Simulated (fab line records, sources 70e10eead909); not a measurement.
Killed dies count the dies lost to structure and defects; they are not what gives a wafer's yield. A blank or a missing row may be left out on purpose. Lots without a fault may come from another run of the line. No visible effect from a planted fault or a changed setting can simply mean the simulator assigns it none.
Chamber matching -- flow nand-harc -- NHARC_P_GATE_ETCH_104 on rie-diel-12: 4 sister chambers
The step etches the open film in CF4/CHF3, target depth 60 nm. 22 wafers are shown with their chamber, then 11 later ones without.

## WAFERS WITH THEIR CHAMBER
wafer,chamber,drypump-motor-current-A (A),rf-vpp-V (V),oes-product-au (a.u.)
L074.2,2,5.7,369.6,0.974
L074.4,0,5.3,371.9,0.963
L074.5,0,5.4,372.0,0.974
L076.1,3,5.9,372.0,0.948
L076.2,0,5.3,373.2,0.954
L076.5,0,5.3,372.9,0.946
L077.1,0,5.3,373.3,0.920
L077.4,3,6.0,372.7,0.916
L077.6,1,5.5,368.7,0.907
L078.1,1,5.5,368.0,0.912
L078.3,0,5.3,373.3,0.928
L078.5,0,5.3,372.6,0.930
L079.4,1,5.5,368.4,0.905
L079.5,0,5.3,372.1,0.915
L079.6,1,5.5,366.5,0.910
L080.3,1,5.5,368.3,0.930
L080.4,0,5.3,371.0,0.953
L080.5,0,5.3,372.4,0.948
L083.1,0,5.3,372.1,0.932
L083.2,1,5.5,366.8,0.909
L083.3,2,5.8,370.4,0.928
L082.2,0,5.3,373.4,0.923

SIGNATURES (means of the wafers above)
reading,chamber 0,chamber 1,chamber 2,chamber 3,scatter within a chamber
drypump-motor-current-A,5.308,5.500,5.750,5.950,0.0326
rf-vpp-V,372.517,367.783,370.000,372.350,0.769
oes-product-au,0.94050,0.91217,0.95100,0.93200,0.0179
Rule: distance of a wafer from a chamber = root of the sum over the readings of ((wafer's reading minus chamber's mean) / reading's scatter) squared. The wafer belongs to the nearest chamber; if the next one is less than 2 further off, it can't be placed. How the scatter is found: for the shown wafers, subtract from each reading the mean of its chamber, square and add these, divide the total by (wafers less chambers), then take the root.

## WAFERS WITH NO CHAMBER GIVEN
wafer,drypump-motor-current-A (A),rf-vpp-V (V),oes-product-au (a.u.)
L082.3,5.4,368.5,0.894
L082.5,5.7,369.2,0.915
L085.1,5.3,372.9,0.930
L085.2,5.7,369.1,0.927
L085.6,6.0,373.1,0.919
L088.1,5.3,372.2,0.952
L088.2,5.5,368.5,0.916
L088.4,5.7,370.0,0.933
L090.2,5.4,368.0,0.901
L090.3,5.9,370.1,0.930
L090.4,5.3,372.0,0.945

## THE CHAMBER EACH PASSED THROUGH
wafer,from the rows above,in truth
L082.3,1,1
L082.5,2,2
L085.1,0,0
L085.2,2,2
L085.6,3,3
L088.1,0,0
L088.2,1,1
L088.4,2,2
L090.2,1,1
L090.3,can't be placed: 3 or 2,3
L090.4,0,0
Correct placement for 10 of the 11. Cannot be placed on the basis of these rows: 1; the candidates contain the true chamber in 1. Placed wrongly: 0.
